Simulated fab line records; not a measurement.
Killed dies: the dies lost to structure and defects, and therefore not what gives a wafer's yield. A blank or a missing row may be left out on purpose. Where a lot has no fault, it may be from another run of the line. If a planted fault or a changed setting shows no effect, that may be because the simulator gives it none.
Matching of chambers / flow nand-harc / rie-si-05 running NHARC_A_WL_FILL_ETCHBACK_26: 4 sister chambers
The step etches the open film in HBr, target depth 52 nm, time 13.3 s. 16 wafers are shown with their chamber, then 8 later ones without.

== EACH WAFER AND ITS CHAMBER ==
wafer=L074.3; chamber=3; drypump-motor-current-A (A)=5.6; oes-product-au (a.u.)=1.004; throttle-valve-pct (%)=23.260
wafer=L074.4; chamber=0; drypump-motor-current-A (A)=5.3; oes-product-au (a.u.)=1.005; throttle-valve-pct (%)=23.272
wafer=L074.6; chamber=2; drypump-motor-current-A (A)=6.0; oes-product-au (a.u.)=0.996; throttle-valve-pct (%)=23.241
wafer=L078.2; chamber=2; drypump-motor-current-A (A)=6.0; oes-product-au (a.u.)=0.983; throttle-valve-pct (%)=23.261
wafer=L078.4; chamber=1; drypump-motor-current-A (A)=5.9; oes-product-au (a.u.)=1.000; throttle-valve-pct (%)=23.243
wafer=L078.6; chamber=1; drypump-motor-current-A (A)=6.0; oes-product-au (a.u.)=0.996; throttle-valve-pct (%)=23.263
wafer=L083.1; chamber=1; drypump-motor-current-A (A)=5.9; oes-product-au (a.u.)=0.991; throttle-valve-pct (%)=23.265
wafer=L083.4; chamber=3; drypump-motor-current-A (A)=5.7; oes-product-au (a.u.)=1.007; throttle-valve-pct (%)=23.270
wafer=L083.6; chamber=2; drypump-motor-current-A (A)=6.0; oes-product-au (a.u.)=1.001; throttle-valve-pct (%)=23.268
wafer=L086.3; chamber=3; drypump-motor-current-A (A)=5.6; oes-product-au (a.u.)=1.003; throttle-valve-pct (%)=23.271
wafer=L086.4; chamber=1; drypump-motor-current-A (A)=6.0; oes-product-au (a.u.)=0.996; throttle-valve-pct (%)=23.272
wafer=L086.6; chamber=2; drypump-motor-current-A (A)=6.0; oes-product-au (a.u.)=0.985; throttle-valve-pct (%)=23.269
wafer=L088.2; chamber=0; drypump-motor-current-A (A)=5.3; oes-product-au (a.u.)=0.987; throttle-valve-pct (%)=23.263
wafer=L088.5; chamber=1; drypump-motor-current-A (A)=5.9; oes-product-au (a.u.)=0.990; throttle-valve-pct (%)=23.282
wafer=L088.6; chamber=2; drypump-motor-current-A (A)=6.0; oes-product-au (a.u.)=0.998; throttle-valve-pct (%)=23.260
wafer=L091.2; chamber=3; drypump-motor-current-A (A)=5.7; oes-product-au (a.u.)=1.005; throttle-valve-pct (%)=23.278

SIGNATURES (means of the wafers above)
reading=drypump-motor-current-A; chamber 0=5.300; chamber 1=5.940; chamber 2=6.000; chamber 3=5.650; scatter within a chamber=0.0428
reading=oes-product-au; chamber 0=0.99600; chamber 1=0.99460; chamber 2=0.99260; chamber 3=1.00475; scatter within a chamber=0.00645
reading=throttle-valve-pct; chamber 0=23.26750; chamber 1=23.26500; chamber 2=23.25980; chamber 3=23.26975; scatter within a chamber=0.0113
Rule: a wafer lies at a distance from a chamber equal to the root of the sum of squares, over the readings, of (its reading less the chamber's mean, divided by the reading's scatter). If the next closest chamber is less than 2 further off than the closest, the wafer can't be placed; otherwise it belongs to the closest. The scatter is the square root of a quotient: the sum, over the shown wafers, of each reading's squared deviation from its chamber's mean, divided by wafers minus chambers.

== WAFERS MISSING THEIR CHAMBER ==
wafer=L091.3; drypump-motor-current-A (A)=5.3; oes-product-au (a.u.)=0.993; throttle-valve-pct (%)=23.268
wafer=L091.5; drypump-motor-current-A (A)=5.3; oes-product-au (a.u.)=0.999; throttle-valve-pct (%)=23.261
wafer=L094.1; drypump-motor-current-A (A)=5.3; oes-product-au (a.u.)=0.989; throttle-valve-pct (%)=23.266
wafer=L094.3; drypump-motor-current-A (A)=6.0; oes-product-au (a.u.)=0.995; throttle-valve-pct (%)=23.279
wafer=L094.4; drypump-motor-current-A (A)=5.6; oes-product-au (a.u.)=1.010; throttle-valve-pct (%)=23.276
wafer=L093.4; drypump-motor-current-A (A)=6.0; oes-product-au (a.u.)=1.000; throttle-valve-pct (%)=23.286
wafer=L093.5; drypump-motor-current-A (A)=6.0; oes-product-au (a.u.)=1.006; throttle-valve-pct (%)=23.251
wafer=L093.6; drypump-motor-current-A (A)=5.9; oes-product-au (a.u.)=1.002; throttle-valve-pct (%)=23.255

== WHICH CHAMBER EACH WENT THROUGH ==
wafer=L091.3; from the rows above=0; in truth=0
wafer=L091.5; from the rows above=0; in truth=0
wafer=L094.1; from the rows above=0; in truth=0
wafer=L094.3; from the rows above=can't be placed: 2 or 1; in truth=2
wafer=L094.4; from the rows above=3; in truth=3
wafer=L093.4; from the rows above=can't be placed: 1 or 2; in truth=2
wafer=L093.5; from the rows above=can't be placed: 2 or 1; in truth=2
wafer=L093.6; from the rows above=can't be placed: 1 or 2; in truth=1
4 of 8 placed correctly. Unplaceable from these rows: 4, with the true chamber sitting among the candidates in 4. Wrongly placed: 0.
